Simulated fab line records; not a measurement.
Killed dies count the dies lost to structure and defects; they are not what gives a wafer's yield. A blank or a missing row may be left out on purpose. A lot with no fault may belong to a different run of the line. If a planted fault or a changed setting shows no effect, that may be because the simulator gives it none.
Lot-split experiment    flow n5-finfet    21 wafers read from 7 lots, route of 1938 steps

SPLIT DETAILS
At N5_BEOL_M12_COAT_22 (resist thk 300 nm), the setting spin-rpm was moved away from the recipe's 2888 rpm on 4 of the 21 wafers read, by -9.7% to +6.3%. All remaining wafers had this setting at the recipe value.

The reading comes from the split's own step.

THE READING
coat_of_BEOL_M12_COAT_22.thk-nm (the simulator's own value, which no gauge read), in nm, at N5_BEOL_M12_COAT_22 (resist thk 300 nm). No usual value for it is given in the file. Across the 17 wafers here that went through the recipe, the average is 299.7 nm and the standard deviation 1.1 nm.

wafer   tool, chamber at the split  spin-rpm as run, rpm  against the recipe  coat_of_BEOL_M12_COAT_22.thk-nm, nm  against lot-mates on the recipe
L076.2  litho-track-05, 0           2788                  -3.5%               304.2                                +5.9
L076.4  litho-track-05, 0           2888                  recipe              298.2                                -
L076.6  litho-track-05, 0           2888                  recipe              298.4                                -
L078.1  litho-track-05, 0           2608                  -9.7%               315.6                                +15.6
L078.3  litho-track-05, 0           2888                  recipe              299.6                                -
L078.5  litho-track-05, 0           2888                  recipe              300.4                                -
L077.2  litho-track-03, 0           3069                  +6.3%               292.6                                -10.0
L077.3  litho-track-03, 0           3069                  +6.3%               292.8                                -9.8
L077.5  litho-track-03, 0           2888                  recipe              302.6                                -
L079.3  litho-track-03, 0           2888                  recipe              299.8                                -
L079.4  litho-track-03, 0           2888                  recipe              300                                  -
L079.6  litho-track-03, 0           2888                  recipe              300.2                                -
L083.2  litho-track-04, 0           2888                  recipe              299.6                                -
L083.3  litho-track-04, 0           2888                  recipe              300.2                                -
L083.6  litho-track-04, 0           2888                  recipe              299.8                                -
L093.2  litho-track-05, 0           2888                  recipe              299                                  -
L093.4  litho-track-05, 0           2888                  recipe              297.4                                -
L093.6  litho-track-05, 0           2888                  recipe              299.2                                -
L096.2  litho-track-03, 0           2888                  recipe              300.6                                -
L096.3  litho-track-03, 0           2888                  recipe              300                                  -
L096.6  litho-track-03, 0           2888                  recipe              300.2                                -

FIT RESULTS
A straight line over all 21 wafers: coat_of_BEOL_M12_COAT_22.thk-nm changes by -1.39 nm for each +1% of spin-rpm; r = -0.96; the points scatter about the line by 1.3 nm.
The same after taking each lot's own level away (the mean of its wafers on the recipe; 21 wafers): -1.6 nm for each +1%; r = -1.00; scatter 0.39 nm.
The reading moves by 16 nm for the largest change in spin-rpm, on that fit.
Across the lots, their own levels run from 298.30 to 302.60 nm, a range of 3.9 times the standard deviation given above.
So the slope is not independent of the lot-to-lot level: the two fits are not the same.
Check: with one of the wafers moved furthest among these (-9.7%) left out of the fit, the line predicts +15.5 nm for it against its lot-mates. It came out at +15.6 nm against them.

FURTHER SPLITS ON THESE WAFERS
Before the reading, these wafers also passed through other splits. Each is held against what the fit with the lots' levels taken away leaves over:
other split on the same wafers     wafers away from the commonest value  r with coat_of_BEOL_M12_COAT_22.thk-nm (lot level and that fit taken away)
N5_BEOL_M11_TRENCH_ETCH_37 time-s  2                                     +0.17
N5_BEOL_M11_ALD_74 ald-cycles      8                                     +0.18

THE FILE'S OWN FIT
coat_of_BEOL_M12_COAT_22.thk-nm changes by -1.61 nm for each +1% of spin-rpm, r = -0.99.
